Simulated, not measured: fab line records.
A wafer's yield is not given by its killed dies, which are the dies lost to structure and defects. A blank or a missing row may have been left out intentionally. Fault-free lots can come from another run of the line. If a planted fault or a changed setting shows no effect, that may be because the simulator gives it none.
Which of the tools did it? / flow nand-harc / Sampling: 11 lots, 33 wafers, 5 of 1302 route steps

== WHAT EACH GAUGE READ, for each wafer ==
NHARC_P_BONDPAD_THK_MEAS_33: measures by ellipsometry.
lot=L882; measured=day 6 17:52; on=film-metro-02; thk-nm (nm)=197.8 199.6 199.5
lot=L883; measured=day 7 02:34; on=film-metro-01; thk-nm (nm)=198.3 201.4 203.5
lot=L884; measured=day 7 07:10; on=film-metro-02; thk-nm (nm)=199.5 199.4 198.8
lot=L885; measured=day 7 18:38; on=film-metro-01; thk-nm (nm)=199.0 204.5 203.4
lot=L887; measured=day 8 15:38; on=film-metro-02; thk-nm (nm)=198.6 199.5 200.8
lot=L888; measured=day 8 23:49; on=film-metro-01; thk-nm (nm)=201.7 201.9 202.6
lot=L891; measured=day 10 09:10; on=film-metro-02; thk-nm (nm)=199.9 200.6 201.1
lot=L893; measured=day 11 05:46; on=film-metro-01; thk-nm (nm)=188.4 201.7 186.6
lot=L894; measured=day 11 12:29; on=film-metro-02; thk-nm (nm)=194.3 193.9 196.7
lot=L899; measured=day 13 16:43; on=film-metro-02; thk-nm (nm)=200.5 201.3 198.5
lot=L905; measured=day 16 01:42; on=film-metro-01; thk-nm (nm)=202.5 201.6 203.7

== TOOL THAT RAN EACH LOT (tool first, then ch and the chambers of the sampled wafers, then the start) ==
lot=L882; NHARC_P_M1_DEP_33=pecvd-02 ch 0,2, day 6 12:40; NHARC_P_M2_STRIP_18=rie-diel-10 ch 0,1,2, day 6 14:27; NHARC_P_M2_DEGAS_29=pvd-sputter-03, day 6 15:06; NHARC_P_BONDPAD_DEP_00=pecvd-04 ch 0,1,2, day 6 17:13
lot=L883; NHARC_P_M1_DEP_33=pecvd-04 ch 1,2, day 6 21:09; NHARC_P_M2_STRIP_18=rie-diel-10 ch 0,1,2, day 6 22:56; NHARC_P_M2_DEGAS_29=pvd-sputter-01, day 6 23:34; NHARC_P_BONDPAD_DEP_00=pecvd-04 ch 0,1,2, day 7 01:55
lot=L884; NHARC_P_M1_DEP_33=pecvd-03 ch 1,2, day 7 01:58; NHARC_P_M2_STRIP_18=rie-diel-02 ch 0,2, day 7 03:44; NHARC_P_M2_DEGAS_29=pvd-sputter-03, day 7 04:22; NHARC_P_BONDPAD_DEP_00=pecvd-02 ch 1,2, day 7 06:31
lot=L885; NHARC_P_M1_DEP_33=pecvd-02 ch 0,1,2, day 7 13:15; NHARC_P_M2_STRIP_18=rie-diel-02 ch 0,1,3, day 7 15:04; NHARC_P_M2_DEGAS_29=pvd-sputter-03, day 7 15:42; NHARC_P_BONDPAD_DEP_00=pecvd-03 ch 0,1,2, day 7 18:01
lot=L887; NHARC_P_M1_DEP_33=pecvd-04 ch 0,2, day 8 10:30; NHARC_P_M2_STRIP_18=rie-diel-02 ch 0,1,2, day 8 12:09; NHARC_P_M2_DEGAS_29=pvd-sputter-01, day 8 12:50; NHARC_P_BONDPAD_DEP_00=pecvd-03 ch 0,1,2, day 8 15:01
lot=L888; NHARC_P_M1_DEP_33=pecvd-02 ch 1,2, day 8 18:40; NHARC_P_M2_STRIP_18=rie-diel-02 ch 0,2,3, day 8 20:28; NHARC_P_M2_DEGAS_29=pvd-sputter-03, day 8 21:04; NHARC_P_BONDPAD_DEP_00=pecvd-02 ch 0,1,2, day 8 23:12
lot=L891; NHARC_P_M1_DEP_33=pecvd-03 ch 0,1,2, day 10 03:51; NHARC_P_M2_STRIP_18=rie-diel-10 ch 0,1,3, day 10 05:41; NHARC_P_M2_DEGAS_29=pvd-sputter-02, day 10 06:18; NHARC_P_BONDPAD_DEP_00=pecvd-04 ch 0,1,2, day 10 08:36
lot=L893; NHARC_P_M1_DEP_33=pecvd-04 ch 0,1,2, day 10 23:59; NHARC_P_M2_STRIP_18=rie-diel-02 ch 0,3, day 11 01:31; NHARC_P_M2_DEGAS_29=pvd-sputter-02, day 11 02:10; NHARC_P_BONDPAD_DEP_00=pecvd-04 ch 0,1,2, day 11 04:25
lot=L894; NHARC_P_M1_DEP_33=pecvd-02 ch 0,1, day 11 06:34; NHARC_P_M2_STRIP_18=rie-diel-02 ch 0,2,3, day 11 08:20; NHARC_P_M2_DEGAS_29=pvd-sputter-01, day 11 08:58; NHARC_P_BONDPAD_DEP_00=pecvd-02 ch 0,1,2, day 11 11:08
lot=L899; NHARC_P_M1_DEP_33=pecvd-04 ch 1,2, day 13 11:31; NHARC_P_M2_STRIP_18=rie-diel-02 ch 0,1,3, day 13 13:10; NHARC_P_M2_DEGAS_29=pvd-sputter-03, day 13 13:49; NHARC_P_BONDPAD_DEP_00=pecvd-02 ch 0,1, day 13 15:59
lot=L905; NHARC_P_M1_DEP_33=pecvd-04 ch 1,2, day 15 20:26; NHARC_P_M2_STRIP_18=rie-diel-10 ch 0,1,2, day 15 22:17; NHARC_P_M2_DEGAS_29=pvd-sputter-03, day 15 22:56; NHARC_P_BONDPAD_DEP_00=pecvd-02 ch 0,2, day 16 01:05
- NHARC_P_M1_DEP_33: deposits SiCN, target thk 30 nm.
- NHARC_P_M2_STRIP_18: strips in N2/H2.
- NHARC_P_M2_DEGAS_29: time 60 s.
- NHARC_P_BONDPAD_DEP_00: deposits SiCN, target thk 250 nm.

== THE ANSWER, worked out from the rows above alone ==
Rule: the lots themselves supply what counts as usual. Put in order of their means at a reading, lots are off if they are a third of the lots or fewer, leave a main group of 4 or more, and stand apart from it by a gap of 3 or more times the standard deviation of the main group's means; of several such gaps the widest counts. If all means in a main group match to the digits the tables above print for the reading, that group is not used. Also off: a lot with no number at a reading for which 4 or more lots have one. Any other lot the step has rows for is counted as sound.
Off: L893, L894 (NHARC_P_BONDPAD_THK_MEAS_33, thk-nm). The main group has a mean of 200.7 nm with a standard deviation of 1.3.
If a tool, at a process step before that reading, ran all the lots that are off and no sound lot after the first of them, it fits. The gauges at NHARC_P_BONDPAD_THK_MEAS_33 are tried like those tools. Of those tried, none fits.

== WHAT THE SIMULATOR PUT IN ==
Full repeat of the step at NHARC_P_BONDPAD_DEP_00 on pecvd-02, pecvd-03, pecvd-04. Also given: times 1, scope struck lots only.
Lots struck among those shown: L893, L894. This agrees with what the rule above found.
